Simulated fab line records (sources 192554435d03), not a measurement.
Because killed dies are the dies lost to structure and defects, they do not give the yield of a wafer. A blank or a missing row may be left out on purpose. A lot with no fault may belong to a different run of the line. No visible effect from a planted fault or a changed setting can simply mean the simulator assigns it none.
fab line records    flow n5-finfet
[record] lots = 7  wafers = 21
route steps=1938 shown BEOL_M7@1299 BEOL_M8@1370 BEOL_M9@1401 BEOL_M10@1509 BEOL_M11@1543
start-h: the number of hours between the record's first day and the start of the first shown wafer of the lot    wait-h: how many hours have passed since the lot's step before this one    " repeats the value in the row above    L1.1+2: a row that stands for several wafers    - value missing, or start not given    * or withheld: withheld    < > ~ a bound
route shown NAME@n: a module of which the file shows steps, and the number in the route of the first    usual: the fault-free wafers' mean and standard deviation    same: alike in all rows    chamber/n: place in a boat    sites: readings site by site    _std_site: their standard deviation    _edge_site: inner sites' mean taken away from outer sites' mean    radius-mm: for every site, how far away it sits from the centre of the wafer    mask NAME#n: copy n    behind: the last tool/chamber to shape the wafer    hold: why the lot was held/for how many hours/how that ended    device: the n, p or np transistor that did not switch    end of line: the route-end tests of the same wafers    where a step has no rows: the recipe by itself    killed: dies lost to structure and defects at the first sort, not the wafer's yield    map: a wafer's dies, x killed, . not, _ none there
set.NAME: the run value of the setting; set.NAME@STEP: its run value at that earlier step    model.NAME: the simulator's own value behind a step, which no gauge read
lots whose settings were changed on purpose; a table a step, a row a wafer
[[steps]]
[step N5_BEOL_M7_DESCUM_33]
[recipe] chemistry = O2  time-s = 7  source-power-w = 50  bias-power-w = 20  pressure-mtorr = 20  rf-frequency-hz = 2.712e+07  temp-c = 40  resist = CAR-EUV  o2-flow-sccm = 225
lot.wafer  tool         chamber  start-h  wait-h  set.time-s  model.CAR-EUV_of_BEOL_M7_COAT_22.thk-nm
L077.4+5   rie-diel-06  0,3      203.37   0.1     7           26
L077.6     "            1        "        "       7           26.2
L084.1+5   rie-diel-01  2        249.82   0.4     7           26
L084.6     "            3        "        "       8.435       25.2
L085.1     rie-diel-06  0        269.21   0.3     7.613       25.6
L085.3     "            1        "        "       7           26
L085.6     "            2        "        "       7.613       25.8
L087.1     rie-diel-01  2        273.74   0.0     7.889       25.8
L087.3+5   "            3        "        "       7.889       25.6
L091.1     rie-diel-03  2        295.68   0.0     7           26.2
L091.2+4   "            0,3      "        "       7           26
L090.1+3   rie-diel-03  0,3      305.36   0.0     8.056       25.4
L090.2     "            1        "        "       8.056       25.2
L093.2     rie-diel-01  2        305.52   0.0     8.176       25.6
L093.3     "            3        "        "       7           26
L093.4     "            1        "        "       8.176       25.4
[step N5_BEOL_M7_ETCH_72]
[recipe] chemistry = N2/H2  target = underlayer  target-depth-a = 65  mask-material = CAR-EUV  time-s = 5.2  ion-energy-ev = 200  pressure-mtorr = 30  source-w = 840  bias-w = 150  n2-flow-sccm = 200  h2-flow-sccm = 200  ends = cleared
lot.wafer   tool         chamber  start-h  wait-h  set.time-s@BEOL_M7_DESCUM_33  model.CAR-EUV_of_BEOL_M7_COAT_22.thk-nm
L077.4+5+6  rie-diel-06  0,3,1    203.39   0.0     7                             20.4
L084.1+5    rie-diel-01  2        249.86   0.0     7                             20.2
L084.6      "            3        "        "       8.435                         19.4
L085.1      rie-diel-06  0        269.25   0.0     7.613                         19.8
L085.3      "            1        "        "       7                             20.4
L085.6      "            2        "        "       7.613                         20.2
L087.1+5    rie-diel-01  2,3      273.78   0.0     7.889                         20
L087.3      "            3        "        "       7.889                         19.8
L091.1+2    rie-diel-03  2,0      295.72   0.0     7                             20.4
L091.4      "            3        "        "       7                             20.2
L090.1      rie-diel-03  0        305.39   0.0     8.056                         19.8
L090.2+3    "            1,3      "        "       8.056                         19.6
L093.2+4    rie-diel-01  2,1      305.55   0.0     8.176                         19.8
L093.3      "            3        "        "       7                             20.2
[step N5_BEOL_M7_ETCH_65]
[recipe] chemistry = CF4  target = SiARC  target-depth-a = 156  mask-material = CAR-EUV  time-s = 26  ion-energy-ev = 80  pressure-mtorr = 40  source-w = 545  bias-w = 36  Ar_flow_sccm = 100  cf4-flow-sccm = 100  ends = cleared
lot.wafer  tool         chamber  start-h  wait-h  set.spin-rpm@BEOL_M7_COAT_64  model.etch.depth-nm
L077.4     rie-diel-06  0        203.42   0.0     1500                          11.99
L077.5     "            3        "        "       1500                          12.03
L077.6     "            1        "        "       1500                          11.97
L084.1     rie-diel-01  2        249.87   0.0     1454                          12.23
L084.5     "            2        "        "       1454                          12.18
L084.6     "            3        "        "       1500                          12.01
L085.1     rie-diel-06  0        269.26   0.0     1577                          11.72
L085.3     "            1        "        "       1577                          11.68
L085.6     "            2        "        "       1500                          11.99
L087.1     rie-diel-01  2        273.79   0.0     1631                          11.51
L087.3     "            3        "        "       1500                          12.01
L087.5     "            3        "        "       1500                          12
L091.1+4   rie-diel-03  2,3      295.73   0.0     1500                          12.05
L091.2     "            0        "        "       1500                          12.03
L090.1     rie-diel-03  0        305.41   0.0     1617                          11.6
L090.2     "            1        "        "       1617                          11.58
L090.3     "            3        "        "       1500                          12.01
L093.2+3   rie-diel-01  2,3      305.57   0.0     1500                          11.96
L093.4     "            1        "        "       1500                          11.95
[step N5_BEOL_M8_ETCH_65]
[recipe] chemistry = CF4  target = SiARC  target-depth-a = 156  mask-material = CAR-EUV  time-s = 26  ion-energy-ev = 80  pressure-mtorr = 40  source-w = 545  bias-w = 36  Ar_flow_sccm = 100  cf4-flow-sccm = 100  ends = cleared
[usual] rf-vpp-V = 184.0/1.3
lot.wafer  tool         chamber  start-h  wait-h  set.source-w  rf-vpp-V
L077.4     rie-diel-04  0        212.21   0.0     545           185.7
L077.5     "            2        "        "       545           183.3
L077.6     "            3        "        "       545           183.1
L084.1     rie-diel-05  2        261.25   0.0     545           181.8
L084.5     "            3        "        "       630.9         175.4
L084.6     "            0        "        "       630.9         175.3
L085.1     rie-diel-05  0        275.36   0.0     569.9         181.3
L085.3     "            2        "        "       545           182.1
L085.6     "            0        "        "       569.9         181.2
L087.1     rie-diel-04  2        281.07   0.0     545           183.0
L087.3     "            1        "        "       545           186.0
L087.5     "            2        "        "       545           183.8
L091.1     rie-diel-02  1        302.96   0.0     641.2         173.6
L091.2     "            2        "        "       545           184.0
L091.4     "            0        "        "       641.2         174.7
L090.1     rie-diel-02  3        315.19   0.0     545           181.9
L090.2     "            2        "        "       545           184.6
L090.3     "            0        "        "       545           183.8
L093.2     rie-diel-05  2        315.23   0.0     545           182.9
L093.3     "            1        "        "       545           183.7
L093.4     "            0        "        "       545           184.1
[step N5_BEOL_M9_ILD_DEP_00]
[recipe] material = SiCOH_lowk  target-thk-a = 3085.1  temp-c = 300  precursor = DEMS/porogen  pressure-torr = 5  rf-w = 500  time-s = 58
lot.wafer  tool      chamber  start-h  wait-h  set.time-s  model.SiCOH_lowk_of_BEOL_M9_ILD_DEP_00.thk-nm
L077.4     pecvd-02  0        216.71   0.1     58          309
L077.5     "         1        "        "       58          310.2
L077.6     "         2        "        "       58          310.4
L084.1     pecvd-02  0        264.70   0.0     58          309.4
L084.5     "         1        "        "       58          311
L084.6     "         0        "        "       58          310.8
L085.1     pecvd-03  2        280.42   0.0     50.11       269.4
L085.3     "         1        "        "       58          301
L085.6     "         0        "        "       58          305.8
L087.1     pecvd-01  1        284.40   0.0     52.17       268.8
L087.3     "         0        "        "       58          304.2
L087.5     "         1        "        "       52.17       275.8
L091.1     pecvd-03  1        305.99   0.0     58          300
L091.2     "         2        "        "       60.86       325
L091.4     "         2        "        "       58          314.6
L090.1     pecvd-01  1        319.13   0.0     58          301
L090.2     "         2        "        "       53.64       285
L090.3     "         0        "        "       53.64       281.2
L093.2     pecvd-01  2        319.20   0.0     58          312.8
L093.3     "         1        "        "       58          307.6
L093.4     "         2        "        "       58          316.8
[step N5_BEOL_M9_CURE_71]
[recipe] temp-c = 385  time-s = 240  ambient = He/Ar  material = SiCOH_lowk
lot.wafer  tool        chamber  start-h  wait-h  set.time-s@BEOL_M9_ILD_DEP_00  model.SiCOH_lowk_of_BEOL_M9_ILD_DEP_00.thk-nm
L077.4     uv-cure-03  1        217.00   0.3     58                             268.4
L077.5+6   "           1        "        "       58                             269.6
L084.1     uv-cure-02  1        264.77   0.0     58                             268.8
L084.5     "           1        "        "       58                             270.2
L084.6     "           1        "        "       58                             270
L085.1     uv-cure-01  0        280.50   0.0     50.11                          233.6
L085.3     "           0        "        "       58                             261.4
L085.6     "           0        "        "       58                             265.6
L087.1     uv-cure-02  2        284.48   0.0     52.17                          233
L087.3     "           2        "        "       58                             264.2
L087.5     "           2        "        "       52.17                          239.2
L091.1     uv-cure-01  1        306.10   0.1     58                             260.6
L091.2     "           1        "        "       60.86                          282.6
L091.4     "           1        "        "       58                             273.4
L090.1     uv-cure-03  2        319.21   0.0     58                             261.2
L090.2     "           2        "        "       53.64                          247.4
L090.3     "           2        "        "       53.64                          244
L093.2     uv-cure-01  2        319.35   0.1     58                             271.8
L093.3     "           2        "        "       58                             267.2
L093.4     "           2        "        "       58                             275.2
[step N5_BEOL_M9_THK_MEAS_01]
[recipe] reads = SiCOH_lowk_of_BEOL_M9_ILD_DEP_00
[usual] M9_ILD_THK = 268/3.7
lot.wafer  tool           chamber  start-h  wait-h  set.time-s@BEOL_M9_ILD_DEP_00  M9_ILD_THK[nm]
L077.4     film-metro-01  -        217.27   0.2     58                             269
L077.5     "              -        "        "       58                             270
L077.6     "              -        "        "       58                             270
L084.1     film-metro-02  -        265.29   0.4     58                             269
L084.5     "              -        "        "       58                             270
L084.6     "              -        "        "       58                             270
L085.1     film-metro-02  -        281.02   0.4     50.11                          233
L085.3     "              -        "        "       58                             262
L085.6     "              -        "        "       58                             266
L087.1     film-metro-01  -        284.99   0.4     52.17                          233
L087.3     "              -        "        "       58                             264
L087.5     "              -        "        "       52.17                          239
L091.1     film-metro-01  -        306.62   0.4     58                             261
L091.2     "              -        "        "       60.86                          282
L091.4     "              -        "        "       58                             273
L090.1     film-metro-01  -        319.72   0.4     58                             261
L090.2     "              -        "        "       53.64                          247
L090.3     "              -        "        "       53.64                          244
L093.2     film-metro-02  -        319.79   0.4     58                             272
L093.3     "              -        "        "       58                             267
L093.4     "              -        "        "       58                             275
[step N5_BEOL_M9_EXPOSE_08]
[recipe] mask-id = M9  na = 1.35  source-shape = dipole  sigma-inner = 0.411  sigma-outer = 0.611  polarization = te  dose-mj = 53.75
lot.wafer   tool             chamber  start-h  wait-h  mask  set.dose-mj
L077.4+5+6  arfi-scanner-02  0        219.09   -       M9#0  53.75
L084.1+6    arfi-scanner-01  0        266.80   -       M9#0  53.75
L084.5      "                0        "        "       M9#0  49.91
L085.1+3    arfi-scanner-01  0        282.52   -       M9#0  53.75
L085.6      "                0        "        "       M9#0  51.2
L087.1+3    arfi-scanner-01  0        286.04   -       M9#0  53.75
L087.5      "                0        "        "       M9#0  50.11
L091.1+2    arfi-scanner-01  0        309.00   -       M9#0  51.54
L091.4      "                0        "        "       M9#0  53.75
L090.1+3    arfi-scanner-02  0        323.23   -       M9#0  56.83
L090.2      "                0        "        "       M9#0  53.75
L093.2      arfi-scanner-03  0        323.40   -       M9#0  53.75
L093.3+4    "                0        "        "       M9#0  52.66
[step N5_BEOL_M9_PEB_09]
[recipe] peb-temp-c = withheld  peb-time-s = 60  resist = CAR-ArF
[step N5_BEOL_M9_DEVELOP_10]
[recipe] develop-time-s = 30  developer = TMAH  resist = CAR-ArF  rinse-liquid = diw  dry = air-spin  dev-temp-c = 23
[step N5_BEOL_M9_CD_MEAS_11]
[recipe] target-cd-nm = 64.1  landing-energy-ev = 500  detector = se-inlens  polarity = opening
[usual] cd-nm = 64.2/0.85
lot.wafer  tool       chamber  start-h  wait-h  set.dose-mj@BEOL_M9_EXPOSE_08  cd-nm
L077.4     cd-sem-03  0        219.20   -       53.75                          64.5
L077.5     "          0        "        "       53.75                          65.0
L077.6     "          0        "        "       53.75                          63.8
L084.1     cd-sem-02  0        266.93   -       53.75                          64.4
L084.5     "          0        "        "       49.91                          60.9
L084.6     "          0        "        "       53.75                          64.3
L085.1     cd-sem-03  0        282.65   -       53.75                          64.5
L085.3     "          0        "        "       53.75                          64.2
L085.6     "          0        "        "       51.2                           62.9
L087.1     cd-sem-02  0        286.17   -       53.75                          64.7
L087.3     "          0        "        "       53.75                          65.3
L087.5     "          0        "        "       50.11                          59.7
L091.1     cd-sem-01  0        309.12   -       51.54                          60.5
L091.2     "          0        "        "       51.54                          61.4
L091.4     "          0        "        "       53.75                          63.5
L090.1     cd-sem-01  0        323.35   -       56.83                          67.5
L090.2     "          0        "        "       53.75                          64.7
L090.3     "          0        "        "       56.83                          68.5
L093.2     cd-sem-03  0        323.52   -       53.75                          65.2
L093.3     "          0        "        "       52.66                          63.9
L093.4     "          0        "        "       52.66                          63.2
[step N5_BEOL_M9_HM_OPEN_17]
[recipe] chemistry = Cl2/BCl3  target-depth-a = 200  overetch-a = 60  target = TiN  mask-material = SOC  ion-energy-ev = 150  pressure-mtorr = 10  icp-w = 1000  bias-w = 126  Cl2_flow_sccm = 53.25  bcl3-flow-sccm = 21.75  Ar_flow_sccm = 25
[step N5_BEOL_M9_STRIP_19]
[recipe] chemistry = O2  power-w = 400  temp-c = 40  pressure-mtorr = 30  rf-frequency-hz = 6e+07  bias-power-w = 0  overash-fraction = 0.2  o2-flow-sccm = 225
[step N5_BEOL_M9_CD_MEAS_18]
[recipe] pitch-nm = 140  target-cd-nm = 70
[usual] cd-nm = 69.8/0.97
lot.wafer  tool       chamber  start-h  wait-h  set.dose-mj@BEOL_M9_EXPOSE_08  cd-nm
L077.4     cd-sem-02  -        219.74   0.1     53.75                          70.7
L077.5     "          -        "        "       53.75                          70.3
L077.6     "          -        "        "       53.75                          70.0
L084.1     cd-sem-02  -        267.79   0.0     53.75                          70.6
L084.5     "          -        "        "       49.91                          66.1
L084.6     "          -        "        "       53.75                          70.2
L085.1     cd-sem-02  -        283.40   0.0     53.75                          70.1
L085.3     "          -        "        "       53.75                          70.5
L085.6     "          -        "        "       51.2                           68.5
L087.1     cd-sem-02  -        286.77   0.0     53.75                          69.5
L087.3     "          -        "        "       53.75                          69.9
L087.5     "          -        "        "       50.11                          65.3
L091.1     cd-sem-03  -        309.67   0.0     51.54                          66.3
L091.2     "          -        "        "       51.54                          66.9
L091.4     "          -        "        "       53.75                          69.4
L090.1     cd-sem-03  -        323.89   0.0     56.83                          73.8
L090.2     "          -        "        "       53.75                          70.2
L090.3     "          -        "        "       56.83                          73.4
L093.2     cd-sem-03  -        324.19   0.1     53.75                          69.9
L093.3     "          -        "        "       52.66                          69.3
L093.4     "          -        "        "       52.66                          69.2
[step N5_BEOL_M9_COAT_63]
[recipe] resist = SOC  temp-c = 250  time-s = 60  spin-rpm = 1500  resist-thk-nm = 60
[step N5_BEOL_M9_COAT_64]
[recipe] resist = SiARC  temp-c = 220  time-s = 60  spin-rpm = 1500  resist-thk-nm = 12
[step N5_BEOL_M9_PRECLEAN_42]
[recipe] chemistry = residue-remover  time-s = 60  temp-c = 40
[step N5_BEOL_M9_SRD_43]
[recipe] time-s = 30  temp-c = 23  rinse-liquid = diw  dry = ipa-marangoni
[step N5_BEOL_M9_CD_MEAS_35]
[recipe] target-cd-nm = 70  target-cd-y-nm = 40  polarity = opening
[usual] cd-nm = 69.8/0.98
lot.wafer  tool       chamber  start-h  wait-h  set.dose-mj@BEOL_M9_EXPOSE_08  cd-nm
L077.4     cd-sem-03  -        223.49   0.0     53.75                          70.9
L077.5     "          -        "        "       53.75                          70.0
L077.6     "          -        "        "       53.75                          69.9
L084.1     cd-sem-02  -        269.51   0.0     53.75                          70.4
L084.5     "          -        "        "       49.91                          66.1
L084.6     "          -        "        "       53.75                          69.9
L085.1     cd-sem-01  -        285.89   0.0     53.75                          70.1
L085.3     "          -        "        "       53.75                          70.3
L085.6     "          -        "        "       51.2                           68.5
L087.1     cd-sem-02  -        288.32   0.0     53.75                          69.9
L087.3     "          -        "        "       53.75                          70.5
L087.5     "          -        "        "       50.11                          65.3
L091.1     cd-sem-03  -        313.20   0.0     51.54                          65.9
L091.2     "          -        "        "       51.54                          66.7
L091.4     "          -        "        "       53.75                          69.6
L093.2     cd-sem-03  -        325.40   0.0     53.75                          70.0
L093.3     "          -        "        "       52.66                          69.4
L093.4     "          -        "        "       52.66                          69.4
L090.1     cd-sem-03  -        325.75   0.0     56.83                          74.0
L090.2     "          -        "        "       53.75                          70.7
L090.3     "          -        "        "       56.83                          73.8
[step N5_BEOL_M10_VIA_ETCH_34]
[recipe] chemistry = C4F6/O2  target = SiCOH_lowk  target-depth-a = 1845  mask-material = SOC  taper-deg = 4  time-s = 69.2  ion-energy-ev = 250  pressure-mtorr = 30  source-w = 345  bias-w = 185  Ar_flow_sccm = 300  C4F6_flow_sccm = 10  O2_flow_sccm = 10
lot.wafer  tool         chamber  start-h  wait-h  set.time-s  model.etch.depth-nm  model.SOC_of_BEOL_M10_COAT_63.thk-nm
L077.4     rie-diel-02  2        228.90   0.0     69.2        178.6                92
L077.5     "            3        "        "       69.2        172.2                92
L077.6     "            0        "        "       69.2        179.7                91.8
L084.1     rie-diel-02  0        275.22   0.0     69.2        179.2                91.8
L084.5     "            2        "        "       54.72       142.3                93.4
L084.6     "            1        "        "       54.72       140.8                93.4
L085.1     rie-diel-04  0        295.10   0.0     69.2        185.9                91.8
L085.3     "            3        "        "       60.27       162.1                92.8
L085.6     "            2        "        "       69.2        178.6                92.2
L087.1     rie-diel-02  2        296.43   0.0     54.69       143.4                93.2
L087.3     "            0        "        "       69.2        185                  91.4
L087.5     "            2        "        "       69.2        181.5                91.8
L091.1     rie-diel-02  2        322.36   0.0     69.2        179.1                92
L091.2     "            3        "        "       69.2        177.4                92
L091.4     "            0        "        "       69.2        187                  91.2
L093.2     rie-diel-02  2        332.10   0.0     69.2        181.2                92.2
L093.3     "            0        "        "       69.2        189.1                91.4
L093.4     "            3        "        "       82.26       214.1                90.8
L090.1     rie-diel-04  0        333.07   0.0     59.5        157.6                93.4
L090.2     "            2        "        "       69.2        176.4                92.6
L090.3     "            1        "        "       69.2        187.9                91.2
[step N5_BEOL_M10_TRENCH_ETCH_37]
[recipe] chemistry = C4F6/O2  target-depth-a = 1488.3  target = SiCOH_lowk  time-s = 48  ion-energy-ev = 250  pressure-mtorr = 30  source-w = 345  bias-w = 185  Ar_flow_sccm = 300  C4F6_flow_sccm = 10  O2_flow_sccm = 10
[usual] rf-vpp-V = 653/18
lot.wafer  tool         chamber  start-h  wait-h  set.bias-w  rf-vpp-V
L077.4     rie-diel-02  2        -        -       185         633
L077.5     "            3        "        "       185         644
L077.6     "            0        "        "       185         631
L084.1     rie-diel-02  0        -        -       185         632
L084.5     "            2        "        "       185         632
L084.6     "            1        "        "       185         681
L085.1     rie-diel-04  0        -        -       155.9       585
L085.3     "            3        "        "       155.9       588
L085.6     "            2        "        "       185         647
L087.1     rie-diel-02  2        -        -       185         631
L087.3     "            0        "        "       205.9       696
L087.5     "            2        "        "       205.9       689
L091.1     rie-diel-02  2        -        -       185         633
L091.2     "            3        "        "       153.1       556
L091.4     "            0        "        "       153.1       552
L093.2     rie-diel-02  2        -        -       185         633
L093.3     "            0        "        "       185         640
L093.4     "            3        "        "       185         644
L090.1     rie-diel-04  0        -        -       158.7       591
L090.2     "            2        "        "       158.7       572
L090.3     "            1        "        "       158.7       581
[step N5_BEOL_M11_COAT_05]
[recipe] resist = CAR-ArF  spin-rpm = 1500  resist-thk-nm = 90
lot.wafer   tool            chamber  start-h  wait-h  set.spin-rpm  model.CAR-ArF_of_BEOL_M11_COAT_05.thk-nm
L077.4+6    litho-track-03  0        -        -       1500          90.2
L077.5      "               0        "        "       1500          90.6
L084.1      litho-track-04  0        -        -       1607          87
L084.5      "               0        "        "       1607          86.8
L084.6      "               0        "        "       1500          89.8
L085.1      litho-track-03  0        -        -       1500          90.2
L085.3      "               0        "        "       1643          86.2
L085.6      "               0        "        "       1500          90
L087.1      litho-track-03  0        -        -       1611          86.8
L087.3      "               0        "        "       1500          89.8
L087.5      "               0        "        "       1611          86.4
L091.1      litho-track-02  0        -        -       1636          86.2
L091.2      "               0        "        "       1500          89.8
L091.4      "               0        "        "       1636          86.4
L090.1+2+3  litho-track-03  0        -        -       1500          89.8
L093.2      litho-track-02  0        -        -       1500          90
L093.3      "               0        "        "       1500          89.8
L093.4      "               0        "        "       1500          90.2
[step N5_BEOL_M11_EBR_07]
[recipe] solvent = PGMEA  ebr-width-mm = 1.5
[step N5_BEOL_M11_SOFTBAKE_06]
[recipe] temp-c = 110  time-s = 60  resist = CAR-ArF
[step N5_BEOL_M11_EXPOSE_08]
[recipe] mask-id = M11  na = 1.35  source-shape = dipole  sigma-inner = 0.411  sigma-outer = 0.611  polarization = te  dose-mj = 53.75
[step N5_BEOL_M11_PEB_09]
[recipe] peb-temp-c = withheld  peb-time-s = 60  resist = CAR-ArF
[step N5_BEOL_M11_DEVELOP_10]
[recipe] develop-time-s = 30  developer = TMAH  resist = CAR-ArF  rinse-liquid = diw  dry = air-spin  dev-temp-c = 23
lot.wafer  tool            chamber  start-h  wait-h  set.spin-rpm@BEOL_M11_COAT_05  model.CAR-ArF_of_BEOL_M11_COAT_05.thk-nm
L077.4+6   litho-track-02  0        -        -       1500                           88.6
L077.5     "               0        "        "       1500                           88.8
L084.1     litho-track-04  0        -        -       1607                           85.4
L084.5     "               0        "        "       1607                           85.2
L084.6     "               0        "        "       1500                           88.2
L085.1     litho-track-04  0        -        -       1500                           88.4
L085.3     "               0        "        "       1643                           84.4
L085.6     "               0        "        "       1500                           88.2
L087.1     litho-track-03  0        -        -       1611                           85.2
L087.3     "               0        "        "       1500                           88
L087.5     "               0        "        "       1611                           84.8
L091.1     litho-track-04  0        -        -       1636                           84.4
L091.2     "               0        "        "       1500                           88
L091.4     "               0        "        "       1636                           84.6
L090.1+3   litho-track-03  0        -        -       1500                           88.2
L090.2     "               0        "        "       1500                           88
L093.2     litho-track-03  0        -        -       1500                           88.2
L093.3     "               0        "        "       1500                           88
L093.4     "               0        "        "       1500                           88.4
[step N5_BEOL_M11_ETCH_62]
[recipe] chemistry = N2/H2  target = SOC  target-depth-a = 1100  overetch-a = 220  mask-material = SiARC  temp-c = 40  time-s = 165  ion-energy-ev = 200  pressure-mtorr = 30  source-w = 840  bias-w = 150  n2-flow-sccm = 200  h2-flow-sccm = 200
[usual] rf-vpp-V = 523.7/2.6
lot.wafer  tool         chamber  start-h  wait-h  set.bias-w  rf-vpp-V  model.SiARC_of_BEOL_M11_COAT_60.thk-nm
L077.4     rie-diel-01  3        235.86   0.0     150         523.8     23.6
L077.5     "            3        "        "       150         524.6     23.6
L077.6     "            0        "        "       150         523.4     23.8
L084.1     rie-diel-06  0        282.72   0.0     150         519.6     23.4
L084.5     "            2        "        "       129.7       476.7     24.2
L084.6     "            3        "        "       150         518.1     23.6
L085.1     rie-diel-01  2        299.52   0.0     168.4       566.0     22.8
L085.3     "            1        "        "       150         525.5     23.4
L085.6     "            1        "        "       168.4       565.1     22.4
L087.1     rie-diel-06  1        301.41   0.0     128.7       480.0     25
L087.3     "            2        "        "       128.7       476.1     24.4
L087.5     "            1        "        "       128.7       479.2     24.8
L091.1     rie-diel-03  2        327.57   0.0     150         525.2     23.4
L091.2     "            3        "        "       172.7       570.0     22.2
L091.4     "            0        "        "       150         525.7     23.8
L090.1     rie-diel-03  2        338.41   0.0     150         524.9     23.6
L090.2     "            1        "        "       150         519.4     23.6
L090.3     "            3        "        "       165         553.4     22.6
L093.2     rie-diel-01  0        338.58   0.0     150         524.3     23.6
L093.3     "            1        "        "       161.8       550.1     22.8
L093.4     "            3        "        "       161.8       549.3     23
[[key]]
[split] step = N5_BEOL_M7_DESCUM_33  setting = time-s  stated = 7  by = wafer
[response] step = N5_BEOL_M7_DESCUM_33  reading = model.CAR-EUV_of_BEOL_M7_COAT_22.thk-nm  change = -0.0352  per = 1%  r = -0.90
[response] step = N5_BEOL_M7_ETCH_72  reading = model.CAR-EUV_of_BEOL_M7_COAT_22.thk-nm  change = -0.0342  per = 1%  r = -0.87
[split] step = N5_BEOL_M8_ETCH_65  setting = source-w  stated = 545  by = wafer
[response] step = N5_BEOL_M8_ETCH_65  reading = rf-vpp-V  change = -0.482  per = 1%  r = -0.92
[split] step = N5_BEOL_M9_ILD_DEP_00  setting = time-s  stated = 58  by = wafer
[response] step = N5_BEOL_M9_ILD_DEP_00  reading = model.SiCOH_lowk_of_BEOL_M9_ILD_DEP_00.thk-nm  change = +2.74  per = 1%  r = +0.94
[response] step = N5_BEOL_M9_CURE_71  reading = model.SiCOH_lowk_of_BEOL_M9_ILD_DEP_00.thk-nm  change = +2.41  per = 1%  r = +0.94
[response] step = N5_BEOL_M9_THK_MEAS_01  reading = M9_ILD_THK  change = +2.42  per = 1%  r = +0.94
[split] step = N5_BEOL_M9_EXPOSE_08  setting = dose-mj  stated = 53.75  by = wafer
[response] step = N5_BEOL_M9_CD_MEAS_11  reading = cd-nm  change = +0.576  per = 1%  r = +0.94
[response] step = N5_BEOL_M9_CD_MEAS_18  reading = cd-nm  change = +0.586  per = 1%  r = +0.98
[response] step = N5_BEOL_M9_CD_MEAS_35  reading = cd-nm  change = +0.597  per = 1%  r = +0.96
[split] step = N5_BEOL_M10_VIA_ETCH_34  setting = time-s  stated = 69.2  by = wafer
[response] step = N5_BEOL_M10_VIA_ETCH_34  reading = model.etch.depth-nm  change = +1.74  per = 1%  r = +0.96
[response] step = N5_BEOL_M10_VIA_ETCH_34  reading = model.SOC_of_BEOL_M10_COAT_63.thk-nm  change = -0.0734  per = 1%  r = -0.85
[split] step = N5_BEOL_M10_TRENCH_ETCH_37  setting = bias-w  stated = 185  by = wafer
[response] step = N5_BEOL_M10_TRENCH_ETCH_37  reading = rf-vpp-V  change = +4.47  per = 1%  r = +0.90
[split] step = N5_BEOL_M11_COAT_05  setting = spin-rpm  stated = 1500  by = wafer
[response] step = N5_BEOL_M11_COAT_05  reading = model.CAR-ArF_of_BEOL_M11_COAT_05.thk-nm  change = -0.406  per = 1%  r = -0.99
[response] step = N5_BEOL_M11_DEVELOP_10  reading = model.CAR-ArF_of_BEOL_M11_COAT_05.thk-nm  change = -0.401  per = 1%  r = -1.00
[split] step = N5_BEOL_M11_ETCH_62  setting = bias-w  stated = 150  by = wafer
[response] step = N5_BEOL_M11_ETCH_62  reading = rf-vpp-V  change = +3.1  per = 1%  r = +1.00
[response] step = N5_BEOL_M11_ETCH_62  reading = model.SiARC_of_BEOL_M11_COAT_60.thk-nm  change = -0.0773  per = 1%  r = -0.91
split outside-this-file step=N5_BEOL_M7_COAT_64 setting=spin-rpm
// split outside-this-file: this setting was split too, and the file shows its column; the key of that split is in another file
